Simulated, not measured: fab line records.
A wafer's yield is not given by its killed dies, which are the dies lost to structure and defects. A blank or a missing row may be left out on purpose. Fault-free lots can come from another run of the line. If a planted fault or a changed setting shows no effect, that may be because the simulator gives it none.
Chamber matching :: flow n5Finfet :: rieDiel-02 running N5_BEOL_M9_VIA_ETCH_34: 4 sister chambers
The step etches SiCOH lowk in C4F6/O2, target depth 182.4 nm, time 68.4 s. 14 wafers are shown with their chamber, then 7 later ones without.

## WAFERS, EACH WITH ITS CHAMBER
wafer: L083.2
chamber: 2
drypumpMotorCurrentA (A): 5.7
showerheadPlenumPTorr (Torr): 2.90
throttleValvePct (%): 20.91

wafer: L083.3
chamber: 1
drypumpMotorCurrentA (A): 5.2
showerheadPlenumPTorr (Torr): 2.72
throttleValvePct (%): 20.59

wafer: L083.5
chamber: 0
drypumpMotorCurrentA (A): 5.9
showerheadPlenumPTorr (Torr): 3.05
throttleValvePct (%): 21.24

wafer: L082.1
chamber: 0
drypumpMotorCurrentA (A): 5.9
showerheadPlenumPTorr (Torr): 3.05
throttleValvePct (%): 21.24

wafer: L082.2
chamber: 2
drypumpMotorCurrentA (A): 5.8
showerheadPlenumPTorr (Torr): 2.90
throttleValvePct (%): 20.92

wafer: L082.3
chamber: 1
drypumpMotorCurrentA (A): 5.2
showerheadPlenumPTorr (Torr): 2.72
throttleValvePct (%): 20.61

wafer: L088.3
chamber: 3
drypumpMotorCurrentA (A): 6.4
showerheadPlenumPTorr (Torr): 2.79
throttleValvePct (%): 20.61

wafer: L088.4
chamber: 1
drypumpMotorCurrentA (A): 5.2
showerheadPlenumPTorr (Torr): 2.71
throttleValvePct (%): 20.61

wafer: L088.6
chamber: 2
drypumpMotorCurrentA (A): 5.8
showerheadPlenumPTorr (Torr): 2.90
throttleValvePct (%): 20.92

wafer: L089.3
chamber: 1
drypumpMotorCurrentA (A): 5.2
showerheadPlenumPTorr (Torr): 2.71
throttleValvePct (%): 20.64

wafer: L089.4
chamber: 0
drypumpMotorCurrentA (A): 5.9
showerheadPlenumPTorr (Torr): 3.04
throttleValvePct (%): 21.26

wafer: L089.6
chamber: 1
drypumpMotorCurrentA (A): 5.2
showerheadPlenumPTorr (Torr): 2.71
throttleValvePct (%): 20.62

wafer: L093.1
chamber: 2
drypumpMotorCurrentA (A): 5.8
showerheadPlenumPTorr (Torr): 2.89
throttleValvePct (%): 20.95

wafer: L093.2
chamber: 3
drypumpMotorCurrentA (A): 6.4
showerheadPlenumPTorr (Torr): 2.79
throttleValvePct (%): 20.63

SIGNATURES (averages over the wafers above)
reading: drypumpMotorCurrentA
chamber 0: 5.900
chamber 1: 5.200
chamber 2: 5.775
chamber 3: 6.400
scatter within a chamber: 0.0274

reading: showerheadPlenumPTorr
chamber 0: 3.0467
chamber 1: 2.7140
chamber 2: 2.8975
chamber 3: 2.7900
scatter within a chamber: 0.00512

reading: throttleValvePct
chamber 0: 21.2467
chamber 1: 20.6140
chamber 2: 20.9250
chamber 3: 20.6200
scatter within a chamber: 0.0164
Rule: distance of a wafer from a chamber = root of the sum over the readings of ((wafer's reading minus chamber's mean) / reading's scatter) squared. The wafer belongs to the nearest chamber; if the next one is less than 2 further off, it can't be placed. The scatter: the root of (the sum of the squares of (reading less its chamber's mean) over the shown wafers, divided by (wafers less chambers)).

## WAFERS WHOSE CHAMBER IS MISSING
wafer: L093.5
drypumpMotorCurrentA (A): 5.9
showerheadPlenumPTorr (Torr): 3.04
throttleValvePct (%): 21.27

wafer: L096.1
drypumpMotorCurrentA (A): 5.8
showerheadPlenumPTorr (Torr): 2.89
throttleValvePct (%): 20.97

wafer: L096.2
drypumpMotorCurrentA (A): 5.2
showerheadPlenumPTorr (Torr): 2.70
throttleValvePct (%): 20.64

wafer: L096.3
drypumpMotorCurrentA (A): 5.9
showerheadPlenumPTorr (Torr): 3.03
throttleValvePct (%): 21.30

wafer: L097.2
drypumpMotorCurrentA (A): 6.4
showerheadPlenumPTorr (Torr): 2.79
throttleValvePct (%): 20.65

wafer: L097.4
drypumpMotorCurrentA (A): 6.4
showerheadPlenumPTorr (Torr): 2.79
throttleValvePct (%): 20.65

wafer: L097.6
drypumpMotorCurrentA (A): 5.2
showerheadPlenumPTorr (Torr): 2.70
throttleValvePct (%): 20.67

## WHICH CHAMBER EACH ONE RAN IN
wafer: L093.5
from the rows above: 0
in truth: 0

wafer: L096.1
from the rows above: 2
in truth: 2

wafer: L096.2
from the rows above: 1
in truth: 1

wafer: L096.3
from the rows above: 0
in truth: 0

wafer: L097.2
from the rows above: 3
in truth: 3

wafer: L097.4
from the rows above: 3
in truth: 3

wafer: L097.6
from the rows above: 1
in truth: 1
Placed correctly: 7 of 7. Left unplaced by these rows: 0. Placed wrongly: 0.
